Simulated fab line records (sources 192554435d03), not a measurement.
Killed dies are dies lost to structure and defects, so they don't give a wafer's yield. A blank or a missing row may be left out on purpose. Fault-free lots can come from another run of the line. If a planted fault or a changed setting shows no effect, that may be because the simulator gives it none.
Split-lot study || flow n5 finfet || 7 lots, 21 wafers read, on a route of 1938 steps

SPLIT DETAILS
At N5_BEOL_M2_ETCH_64 (etches SOC in N2/H2, target depth 75 nm, overetch 22.5 nm, time 121.9 s), the setting bias w was moved away from the recipe's 150 W on 7 of the 21 wafers read, by -11.6% to +14.5%. The other wafers ran this setting at the recipe's value.

The reading is taken at the split's own step.

THE READING
rf vpp V, in V, at N5_BEOL_M2_ETCH_64 (etches SOC in N2/H2, target depth 75 nm, overetch 22.5 nm, time 121.9 s). Typical for fault-free wafers on this fab line: 523.8 V, with standard deviation 2.8 V.

{"wafer": "L076.3", "tool, chamber at the split": "rie diel-04, 1", "bias w as run, W": 162.8, "against the recipe": "+8.5%", "rf vpp V, V": 553.5, "against lot-mates on the recipe": "+31.3"}
{"wafer": "L076.5", "tool, chamber at the split": "rie diel-04, 2", "bias w as run, W": 162.8, "against the recipe": "+8.5%", "rf vpp V, V": 548.4, "against lot-mates on the recipe": "+26.2"}
{"wafer": "L076.6", "tool, chamber at the split": "rie diel-04, 3", "bias w as run, W": 150, "against the recipe": "recipe", "rf vpp V, V": 522.2, "against lot-mates on the recipe": "-"}
{"wafer": "L080.2", "tool, chamber at the split": "rie diel-02, 3", "bias w as run, W": 139.3, "against the recipe": "-7.1%", "rf vpp V, V": 502.1, "against lot-mates on the recipe": -18.8}
{"wafer": "L080.5", "tool, chamber at the split": "rie diel-02, 0", "bias w as run, W": 150, "against the recipe": "recipe", "rf vpp V, V": 520.9, "against lot-mates on the recipe": "-"}
{"wafer": "L080.6", "tool, chamber at the split": "rie diel-02, 3", "bias w as run, W": 139.3, "against the recipe": "-7.1%", "rf vpp V, V": 502.0, "against lot-mates on the recipe": -18.9}
{"wafer": "L082.3", "tool, chamber at the split": "rie diel-03, 1", "bias w as run, W": 150, "against the recipe": "recipe", "rf vpp V, V": 525.0, "against lot-mates on the recipe": "-"}
{"wafer": "L082.5", "tool, chamber at the split": "rie diel-03, 2", "bias w as run, W": 137.5, "against the recipe": "-8.3%", "rf vpp V, V": 495.8, "against lot-mates on the recipe": -28.4}
{"wafer": "L082.6", "tool, chamber at the split": "rie diel-03, 1", "bias w as run, W": 150, "against the recipe": "recipe", "rf vpp V, V": 523.4, "against lot-mates on the recipe": "-"}
{"wafer": "L084.1", "tool, chamber at the split": "rie diel-02, 0", "bias w as run, W": 150, "against the recipe": "recipe", "rf vpp V, V": 520.3, "against lot-mates on the recipe": "-"}
{"wafer": "L084.2", "tool, chamber at the split": "rie diel-02, 2", "bias w as run, W": 171.8, "against the recipe": "+14.5%", "rf vpp V, V": 573.3, "against lot-mates on the recipe": "+49.8"}
{"wafer": "L084.6", "tool, chamber at the split": "rie diel-02, 1", "bias w as run, W": 150, "against the recipe": "recipe", "rf vpp V, V": 526.7, "against lot-mates on the recipe": "-"}
{"wafer": "L094.1", "tool, chamber at the split": "rie diel-04, 3", "bias w as run, W": 150, "against the recipe": "recipe", "rf vpp V, V": 522.7, "against lot-mates on the recipe": "-"}
{"wafer": "L094.4", "tool, chamber at the split": "rie diel-04, 3", "bias w as run, W": 150, "against the recipe": "recipe", "rf vpp V, V": 522.7, "against lot-mates on the recipe": "-"}
{"wafer": "L094.5", "tool, chamber at the split": "rie diel-04, 1", "bias w as run, W": 150, "against the recipe": "recipe", "rf vpp V, V": 524.4, "against lot-mates on the recipe": "-"}
{"wafer": "L089.1", "tool, chamber at the split": "rie diel-04, 1", "bias w as run, W": 150, "against the recipe": "recipe", "rf vpp V, V": 525.3, "against lot-mates on the recipe": "-"}
{"wafer": "L089.4", "tool, chamber at the split": "rie diel-04, 3", "bias w as run, W": 132.6, "against the recipe": "-11.6%", "rf vpp V, V": 482.0, "against lot-mates on the recipe": -40.8}
{"wafer": "L089.6", "tool, chamber at the split": "rie diel-04, 2", "bias w as run, W": 150, "against the recipe": "recipe", "rf vpp V, V": 520.3, "against lot-mates on the recipe": "-"}
{"wafer": "L091.3", "tool, chamber at the split": "rie diel-03, 0", "bias w as run, W": 150, "against the recipe": "recipe", "rf vpp V, V": 528.7, "against lot-mates on the recipe": "-"}
{"wafer": "L091.4", "tool, chamber at the split": "rie diel-03, 3", "bias w as run, W": 150, "against the recipe": "recipe", "rf vpp V, V": 527.3, "against lot-mates on the recipe": "-"}
{"wafer": "L091.5", "tool, chamber at the split": "rie diel-03, 2", "bias w as run, W": 150, "against the recipe": "recipe", "rf vpp V, V": 522.7, "against lot-mates on the recipe": "-"}

THE FIT
A straight line over all 21 wafers: rf vpp V changes by +3.34 V for each +1% of bias w; r = +0.99; the points scatter about the line by 2.5 V.
The same after taking each lot's own level away (the mean of its wafers on the recipe; 21 wafers): +3.31 V for each +1%; r = +0.99; scatter 2.5 V.
According to that fit, moving bias w by its largest amount changes the reading by 48 V.
The span of the lots' own levels, 520.90 to 526.23 V, comes to 1.9 times the standard deviation stated above.
Hence the lot-to-lot level has little effect on the slope; both slopes agree.
Check: for one of the wafers moved furthest among these (+14.5%), held out of the fit, the line's prediction against its lot-mates is +47.8 V. Against them it came out at +49.8 V.
Tool readings at the split's step, against how far the setting was moved: rf vpp V r = +0.99.

THE WHOLE CHAIN: every reading that the file lists as answering this split, in the file's order
{"step": "N5_BEOL_M2_ETCH_64", "what it does": "etches SOC in N2/H2, target depth 75 nm, overetch 22.5 nm, time 121.9 s", "reading": "rf vpp V", "change (the file's fit)": "+3.37 V for each +1% of the setting", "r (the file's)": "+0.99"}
{"step": "N5_BEOL_M2_ETCH_64", "what it does": "etches SOC in N2/H2, target depth 75 nm, overetch 22.5 nm, time 121.9 s", "reading": "SiARC_of_BEOL_M2_COAT_62.thk nm (the simulator's own value, which no gauge read)", "change (the file's fit)": "-0.0754 nm for each +1% of the setting", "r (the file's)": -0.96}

FILE'S OWN FIT
rf vpp V changes by +3.37 V for each +1% of bias w, r = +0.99.
